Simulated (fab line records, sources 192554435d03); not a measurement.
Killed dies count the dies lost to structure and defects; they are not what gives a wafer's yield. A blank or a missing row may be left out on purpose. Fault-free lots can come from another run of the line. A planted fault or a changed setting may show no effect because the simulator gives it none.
Chamber matching ; flow n5-finfet ; N5_MOL_CONTACT_COAG_ALD_133 on ald-sin-01 has 4 sister chambers
The step deposits SiO2, target thk 5 nm, pulse time 1 s, co reactant pulse time 1 s. 8 wafers are shown with their chamber, then 8 later ones without.

== WAFERS WITH THEIR CHAMBER ==
wafer;chamber;heater-power-w (W);precursor-pulse-height-rel
L077.5;3;78;0.970
L080.1;3;75;0.974
L080.5;1;76;1.004
L085.4;1;79;1.030
L088.2;0;75;0.979
L088.4;2;80;0.998
L088.6;0;75;1.000
L095.1;2;79;1.035

== WAFERS MISSING THEIR CHAMBER ==
wafer;heater-power-w (W);precursor-pulse-height-rel
L095.2;76;1.022
L095.3;76;1.022
L096.3;75;1.072
L096.5;78;0.995
L096.6;77;0.982
L097.1;75;1.008
L097.3;73;0.999
L097.4;79;1.006

== WHICH CHAMBER EACH ONE RAN IN ==
wafer;from the rows above;in truth
L095.2;can't be placed: 1 or 0 or 2 or 3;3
L095.3;can't be placed: 1 or 0 or 2 or 3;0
L096.3;can't be placed: 1 or 2 or 0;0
L096.5;can't be placed: 1 or 2 or 3 or 0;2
L096.6;can't be placed: 3 or 0 or 1 or 2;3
L097.1;can't be placed: 0 or 1 or 3 or 2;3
L097.3;can't be placed: 0 or 3 or 1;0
L097.4;can't be placed: 2 or 1 or 3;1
Correctly placed: 0 of 8. Not placeable from these rows: 8 (in 8, the candidates include the true chamber). 0 placed wrongly.
How it was worked out, from the rows above alone: a wafer's distance from a chamber is the root of the sum, over the readings, of the square of ((its reading less the chamber's mean) divided by the reading's scatter). The wafer belongs to the nearest chamber; if the next one is less than 2 further off, it can't be placed. The mean given for a chamber averages the wafers shown for that chamber. The scatter: take each reading less its chamber's mean, square it, sum over the shown wafers, divide by the number of wafers less the number of chambers, and take the root.
